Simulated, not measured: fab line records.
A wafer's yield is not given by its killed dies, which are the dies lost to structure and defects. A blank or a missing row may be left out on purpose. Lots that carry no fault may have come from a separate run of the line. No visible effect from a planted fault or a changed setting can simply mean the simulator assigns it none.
What tool caused it?	flow n5-finfet	21 lots, 63 wafers sampled, at 6 steps of a route of 1938

WHAT EACH GAUGE READ, for each wafer
No reading from a measuring or inspecting step in the record can be judged against a usual standard deviation.

WHAT TOOL EACH LOT RAN ON (gives the tool, then ch and the chambers of the sampled wafers, and finally the start)
lot	N5_MOL_CONTACT_COAG_ETCHBACK_134	N5_MOL_CONTACT_COAG_STRIP_49	N5_BEOL_M0_SAQP_ILD_DEP_01	N5_BEOL_M0_SAQP_MANDREL_ETCH_20	N5_BEOL_M0_SAQP_MANDREL1_REMOVE_100	N5_BEOL_M0_SAQP_ETCH_88
L074	rie-diel-04 ch 1,2,3, day 5 03:53	plasma-asher-02 ch 0,1, day 5 04:16	pecvd-04 ch 0,1,2, day 5 11:26	rie-si-01 ch 0,2,3, day 5 13:24	rie-si-01 ch 0,2,3, day 5 14:39	rie-diel-03 ch 1,2,3, day 5 17:06
L075	rie-diel-01 ch 2,3, day 5 10:58	plasma-asher-02 ch 0, day 5 11:19	pecvd-01 ch 0,1, day 5 15:37	rie-si-01 ch 0,2, day 5 18:17	rie-si-06 ch 0,1,3, day 5 19:34	rie-diel-05 ch 0,2,3, day 5 22:11
L076	rie-diel-01 ch 0,2,3, day 5 18:01	plasma-asher-02 ch 0,1, day 5 18:23	pecvd-01 ch 1,2, day 5 22:41	rie-si-06 ch 0,1, day 6 00:04	rie-si-06 ch 0,3, day 6 01:15	rie-diel-06 ch 0,2,3, day 6 03:50
L078	rie-diel-04 ch 1,3, day 6 01:40	plasma-asher-01 ch 0, day 6 02:01	pecvd-01 ch 1,2, day 6 06:20	rie-si-06 ch 0,1,3, day 6 09:22	rie-si-04 ch 1,3, day 6 10:54	rie-diel-05 ch 2,3, day 6 13:36
L079	rie-diel-01 ch 0,1, day 6 10:16	plasma-asher-02 ch 0,1, day 6 10:37	pecvd-01 ch 1,2, day 6 15:00	rie-si-06 ch 0,1, day 6 17:54	rie-si-06 ch 2,3, day 6 19:08	rie-diel-03 ch 1,2,3, day 6 21:38
L080	rie-diel-02 ch 0,1, day 6 19:53	plasma-asher-01 ch 0,1, day 6 20:14	pecvd-01 ch 0,2, day 7 00:33	rie-si-04 ch 0,2,3, day 7 02:22	rie-si-06 ch 1,3, day 7 04:26	rie-diel-05 ch 0,2, day 7 07:08
L081	rie-diel-02 ch 0,2, day 6 22:34	plasma-asher-01 ch 0,1, day 6 22:58	pecvd-03 ch 0,2, day 7 03:33	rie-si-04 ch 1,2,3, day 7 06:48	rie-si-06 ch 2,3, day 7 08:04	rie-diel-05 ch 2,3, day 7 10:50
L082	rie-diel-04 ch 1,3, day 7 04:48	plasma-asher-02 ch 0,1, day 7 05:10	pecvd-03 ch 0,1,2, day 7 09:30	rie-si-04 ch 0,1,3, day 7 10:43	rie-si-01 ch 0,1,3, day 7 12:08	rie-diel-05 ch 0,2,3, day 7 14:36
L083	rie-diel-01 ch 2,3, day 7 12:19	plasma-asher-01 ch 0,1, day 7 12:47	pecvd-04 ch 0,1,2, day 7 17:13	rie-si-01 ch 1,2,3, day 7 20:59	rie-si-04 ch 0,3, day 7 22:10	rie-diel-05 ch 1,2, day 8 01:08
L084	rie-diel-02 ch 0,1,2, day 7 14:38	plasma-asher-01 ch 0,1, day 7 15:00	pecvd-03 ch 0,1, day 7 20:12	rie-si-01 ch 0,3, day 7 21:49	rie-si-04 ch 0,1,2, day 7 23:00	rie-diel-05 ch 0,1,2, day 8 01:30
L085	rie-diel-02 ch 0,2,3, day 7 21:06	plasma-asher-02 ch 0,1, day 7 21:28	pecvd-04 ch 0,2, day 8 01:47	rie-si-01 ch 0,1, day 8 05:33	rie-si-04 ch 1,2,3, day 8 06:44	rie-diel-03 ch 0,2, day 8 11:07
L086	rie-diel-04 ch 2,3, day 8 05:28	plasma-asher-01 ch 0,1, day 8 05:51	pecvd-01 ch 0,2, day 8 10:09	rie-si-01 ch 0,1,3, day 8 13:05	rie-si-04 ch 0,1,3, day 8 16:44	rie-diel-06 ch 1,3, day 8 19:29
L088	rie-diel-01 ch 1,2,3, day 8 20:02	plasma-asher-01 ch 0,1, day 8 20:24	pecvd-01 ch 0,1, day 9 03:26	rie-si-04 ch 0,1,3, day 9 05:11	rie-si-06 ch 2,3, day 9 06:30	rie-diel-03 ch 2,3, day 9 09:43
L089	rie-diel-01 ch 0,1,3, day 8 22:04	plasma-asher-01 ch 0,1, day 8 22:26	pecvd-03 ch 1,2, day 9 03:26	rie-si-04 ch 0,2,3, day 9 05:43	rie-si-04 ch 0,1,3, day 9 06:53	rie-diel-06 ch 1,2,3, day 9 10:08
L090	rie-diel-02 ch 0,1,3, day 9 04:37	plasma-asher-02 ch 0,1, day 9 04:58	pecvd-01 ch 0,1,2, day 9 09:19	rie-si-01 ch 1,2,3, day 9 11:37	rie-si-04 ch 0,1,3, day 9 12:47	rie-diel-03 ch 1,2,3, day 9 15:22
L092	rie-diel-02 ch 1,2,3, day 9 16:53	plasma-asher-01 ch 0,1, day 9 17:15	pecvd-03 ch 0,1, day 9 21:35	rie-si-06 ch 0,1, day 9 23:41	rie-si-06 ch 0,1,2, day 10 00:52	rie-diel-06 ch 0,2,3, day 10 03:28
L093	rie-diel-01 ch 0,2, day 9 20:02	plasma-asher-01 ch 0,1, day 9 20:23	pecvd-01 ch 1,2, day 10 00:42	rie-si-06 ch 0,3, day 10 03:54	rie-si-06 ch 2,3, day 10 05:05	rie-diel-05 ch 1,2, day 10 07:37
L094	rie-diel-04 ch 0,2,3, day 10 00:34	plasma-asher-01 ch 0,1, day 10 00:57	pecvd-03 ch 0,1, day 10 05:17	rie-si-01 ch 0,2,3, day 10 07:31	rie-si-04 ch 0,2,3, day 10 08:43	rie-diel-05 ch 0,3, day 10 11:03
L095	rie-diel-02 ch 0,1,2, day 10 12:30	plasma-asher-02 ch 0,1, day 10 12:52	pecvd-04 ch 0,2, day 10 17:11	rie-si-06 ch 0,1,2, day 10 18:43	rie-si-01 ch 1,2,3, day 10 20:01	rie-diel-05 ch 1,2, day 10 22:32
L096	rie-diel-02 ch 0,1, day 10 22:16	plasma-asher-01 ch 1, day 10 22:38	pecvd-04 ch 0,2, day 11 02:57	rie-si-04 ch 0,3, day 11 04:58	rie-si-04 ch 0,3, day 11 06:20	rie-diel-03 ch 1,2,3, day 11 09:25
L097	rie-diel-01 ch 1,2,3, day 10 22:19	plasma-asher-01 ch 0,1, day 10 22:41	pecvd-03 ch 0,1,2, day 11 05:56	rie-si-06 ch 1,2,3, day 11 08:46	rie-si-06 ch 0,2,3, day 11 10:01	rie-diel-03 ch 0,1,2, day 11 13:35
- N5_MOL_CONTACT_COAG_ETCHBACK_134: etches SiO2 in CHF3, target depth 10 nm, time 6.7 s.
- N5_MOL_CONTACT_COAG_STRIP_49: strips in N2/H2, time 30 s.
- N5_BEOL_M0_SAQP_ILD_DEP_01: deposits SiOC from DEMS/O2, target thk 45.419 nm, time 8.7 s.
- N5_BEOL_M0_SAQP_MANDREL_ETCH_20: etches a-Si in HBr/Cl2, stops on SiNx, target depth 60 nm, bt time 10 s, time 30 s.
- N5_BEOL_M0_SAQP_MANDREL1_REMOVE_100: chemistry HBr/Cl2/O2, target a-Si, stops on SiNx, bt time 10 s.
- N5_BEOL_M0_SAQP_ETCH_88: etches underlayer in N2/H2, target depth 6.5 nm, time 5.2 s.

AS READ BY THE TOOLS THEMSELVES (means over the sampled wafers that have a number; for cases with no such wafer, the mark the record gives instead)
N5_MOL_CONTACT_COAG_ETCHBACK_134.
lot	tool	drypump-motor-current-A (A)	oes_ar_750_au (a.u.)	oes-product-au (a.u.)	rf-vpp-V (V)	showerhead-plenum-p-Torr (Torr)	throttle-valve-pct (%)
L074	rie-diel-04	6.0	0.81	0.79	514	2.40	18.67
L075	rie-diel-01	5.4	0.90	0.91	525	2.52	18.42
L076	rie-diel-01	5.4	0.84	0.86	530	2.48	18.57
L078	rie-diel-04	6.0	0.76	0.75	515	2.41	18.71
L079	rie-diel-01	5.0	0.72	0.73	533	2.36	18.82
L080	rie-diel-02	5.5	0.78	0.78	521	2.34	18.61
L081	rie-diel-02	5.5	0.74	0.73	512	2.35	18.75
L082	rie-diel-04	6.0	0.75	0.75	515	2.41	18.73
L083	rie-diel-01	5.9	0.87	0.89	531	2.53	18.53
L084	rie-diel-02	5.6	0.75	0.74	515	2.32	18.76
L085	rie-diel-02	5.6	0.72	0.71	514	2.37	18.77
L086	rie-diel-04	5.8	0.82	0.81	516	2.36	18.60
L088	rie-diel-01	5.6	0.80	0.80	528	2.45	18.61
L089	rie-diel-01	5.0	0.75	0.76	526	2.40	18.69
L090	rie-diel-02	5.6	0.74	0.74	521	2.38	18.65
L092	rie-diel-02	5.7	0.72	0.72	519	2.34	18.78
L093	rie-diel-01	5.9	0.80	0.81	537	2.48	18.71
L094	rie-diel-04	5.7	0.83	0.82	523	2.41	18.56
L095	rie-diel-02	5.6	0.73	0.72	515	2.31	18.79
L096	rie-diel-02	5.5	0.75	0.75	521	2.32	18.68
L097	rie-diel-01	5.5	0.87	0.87	528	2.45	18.51

N5_MOL_CONTACT_COAG_STRIP_49.
lot	tool	drypump-motor-current-A (A)	heater-power-w (W)	n2-flow-sccm (sccm)
L074	plasma-asher-02	5.9	321	1749
L075	plasma-asher-02	6.1	323	1754
L076	plasma-asher-02	5.9	322	1751
L078	plasma-asher-01	5.2	366	1748
L079	plasma-asher-02	5.9	317	1754
L080	plasma-asher-01	5.4	327	1751
L081	plasma-asher-01	5.4	328	1750
L082	plasma-asher-02	6.0	323	1752
L083	plasma-asher-01	5.4	327	1748
L084	plasma-asher-01	5.5	291	1751
L085	plasma-asher-02	5.9	325	1748
L086	plasma-asher-01	5.5	294	1750
L088	plasma-asher-01	5.4	327	1755
L089	plasma-asher-01	5.5	293	1754
L090	plasma-asher-02	6.0	325	1753
L092	plasma-asher-01	5.4	331	1751
L093	plasma-asher-01	5.4	329	1756
L094	plasma-asher-01	5.5	292	1752
L095	plasma-asher-02	5.9	318	1749
L096	plasma-asher-01	5.6	260	1747
L097	plasma-asher-01	5.3	332	1747

N5_BEOL_M0_SAQP_ILD_DEP_01.
lot	tool	chamber-pressure-Torr (Torr)	heater-power-w (W)	showerhead-plenum-p-Torr (Torr)	throttle-valve-pct (%)
L074	pecvd-04	5.007	498	5.703	12.5
L075	pecvd-01	5.009	542	5.689	12.0
L076	pecvd-01	4.995	437	5.699	11.5
L078	pecvd-01	4.997	494	5.703	11.8
L079	pecvd-01	5.008	517	5.693	11.6
L080	pecvd-01	5.013	607	5.701	11.8
L081	pecvd-03	4.987	462	5.697	12.1
L082	pecvd-03	4.995	512	5.710	12.4
L083	pecvd-04	4.997	448	5.704	12.3
L084	pecvd-03	5.005	568	5.705	11.8
L085	pecvd-04	5.000	506	5.729	12.2
L086	pecvd-01	5.006	581	5.682	11.8
L088	pecvd-01	5.010	485	5.692	12.1
L089	pecvd-03	5.010	460	5.702	12.4
L090	pecvd-01	4.989	513	5.690	11.9
L092	pecvd-03	5.011	558	5.699	11.8
L093	pecvd-01	4.982	465	5.700	12.1
L094	pecvd-03	4.998	562	5.706	12.3
L095	pecvd-04	4.987	484	5.723	12.0
L096	pecvd-04	5.007	452	5.705	12.1
L097	pecvd-03	4.995	494	5.703	11.9

N5_BEOL_M0_SAQP_MANDREL_ETCH_20.
lot	tool	drypump-motor-current-A (A)	oes-product-au (a.u.)	throttle-valve-pct (%)
L074	rie-si-01	5.9	0.760	35.14
L075	rie-si-01	5.7	0.769	35.11
L076	rie-si-06	5.7	0.764	35.60
L078	rie-si-06	5.5	0.761	35.64
L079	rie-si-06	5.7	0.773	35.59
L080	rie-si-04	6.0	0.785	35.11
L081	rie-si-04	6.0	0.781	34.97
L082	rie-si-04	6.2	0.796	35.21
L083	rie-si-01	5.7	0.766	35.14
L084	rie-si-01	5.9	0.744	35.27
L085	rie-si-01	5.7	0.748	35.35
L086	rie-si-01	5.8	0.751	35.25
L088	rie-si-04	6.1	0.793	35.20
L089	rie-si-04	6.0	0.783	35.09
L090	rie-si-01	5.7	0.763	35.15
L092	rie-si-06	5.9	0.757	35.60
L093	rie-si-06	5.3	0.760	35.67
L094	rie-si-01	5.9	0.763	35.16
L095	rie-si-06	5.5	0.767	35.51
L096	rie-si-04	6.2	0.794	35.32
L097	rie-si-06	5.3	0.770	35.53

N5_BEOL_M0_SAQP_MANDREL1_REMOVE_100.
lot	tool	O2_flow_sccm (sccm)	drypump-motor-current-A (A)	oes-product-au (a.u.)	throttle-valve-pct (%)
L074	rie-si-01	4.987	5.9	0.979	36.4
L075	rie-si-06	5.003	5.5	0.983	36.9
L076	rie-si-06	4.998	5.3	0.981	36.9
L078	rie-si-04	5.007	6.1	1.011	36.3
L079	rie-si-06	5.014	5.0	0.983	36.8
L080	rie-si-06	5.012	5.7	0.961	36.9
L081	rie-si-06	5.008	5.0	0.994	36.7
L082	rie-si-01	4.994	5.8	0.972	36.5
L083	rie-si-04	5.008	6.2	1.021	36.6
L084	rie-si-04	4.988	5.8	1.007	36.5
L085	rie-si-04	5.015	6.0	1.000	36.2
L086	rie-si-04	5.002	6.2	1.017	36.5
L088	rie-si-06	4.975	5.0	0.993	36.9
L089	rie-si-04	5.005	6.2	1.019	36.5
L090	rie-si-04	5.006	6.2	1.015	36.5
L092	rie-si-06	5.003	5.5	0.988	36.7
L093	rie-si-06	5.006	5.0	0.994	36.9
L094	rie-si-04	4.997	6.0	1.004	36.3
L095	rie-si-01	4.998	5.7	0.983	36.4
L096	rie-si-04	5.007	6.2	1.023	36.6
L097	rie-si-06	4.996	5.2	0.992	36.8

N5_BEOL_M0_SAQP_ETCH_88.
lot	tool	drypump-motor-current-A (A)	etch-rf-on-time-s (s)	n2-flow-sccm (sccm)	oes-product-au (a.u.)	rf-vpp-V (V)	showerhead-plenum-p-Torr (Torr)	throttle-valve-pct (%)
L074	rie-diel-03	5.5	5.14	200.6	0.72	523.2	2.53	17.55
L075	rie-diel-05	5.5	5.20	200.6	0.69	525.8	2.56	17.79
L076	rie-diel-06	5.9	5.23	200.4	0.66	526.3	2.62	17.83
L078	rie-diel-05	5.3	5.19	200.1	0.73	524.1	2.58	17.65
L079	rie-diel-03	5.6	5.14	199.8	0.71	523.8	2.53	17.57
L080	rie-diel-05	5.1	5.28	200.2	0.71	524.7	2.57	17.69
L081	rie-diel-05	5.7	5.15	199.6	0.70	523.7	2.57	17.79
L082	rie-diel-05	5.5	5.21	199.5	0.68	524.6	2.56	17.80
L083	rie-diel-05	6.0	5.13	200.0	0.81	524.4	2.52	17.60
L084	rie-diel-05	5.6	5.22	200.0	0.72	523.3	2.53	17.70
L085	rie-diel-03	5.9	5.07	199.3	0.65	522.0	2.47	17.58
L086	rie-diel-06	5.6	5.19	200.1	0.65	525.0	2.54	17.87
L088	rie-diel-03	5.8	5.18	199.7	0.66	523.0	2.51	17.64
L089	rie-diel-06	5.7	5.17	200.4	0.66	523.2	2.52	18.01
L090	rie-diel-03	5.5	5.14	200.5	0.69	522.2	2.52	17.60
L092	rie-diel-06	5.9	5.26	199.5	0.64	525.5	2.61	17.89
L093	rie-diel-05	5.4	5.23	199.9	0.74	524.4	2.55	17.61
L094	rie-diel-05	5.8	5.31	200.2	0.61	523.5	2.52	17.97
L095	rie-diel-05	5.4	5.15	199.1	0.73	523.7	2.55	17.62
L096	rie-diel-03	5.5	5.16	199.9	0.68	523.3	2.52	17.62
L097	rie-diel-03	5.7	5.09	199.8	0.66	521.9	2.47	17.57

THE ANSWER, worked out from the rows above alone
Rule: usual is defined by the lots themselves. The widest of any qualifying gaps counts: lots, ordered by their means at a reading, are off when they make up no more than a third of the lots, leave a main group of 4 or more, and stand apart from it by 3 or more times the standard deviation of that group's means. The tables above print the reading to a certain number of digits; a main group whose means all agree to those digits is not used. A lot without any number at a reading at which 4 lots or more have one is off too. Any other lot the step has rows for is counted as sound. Order of review: gauges by route order, followed by the tools' own readings, for which a lot's mean as printed above is used. At the first step where some lot is off, the reading lying furthest off is the one used; lots without a number count as furthest.
Nothing can be told from this: no lot is off at any reading shown.

WHAT THE SIMULATOR HAD PUT IN
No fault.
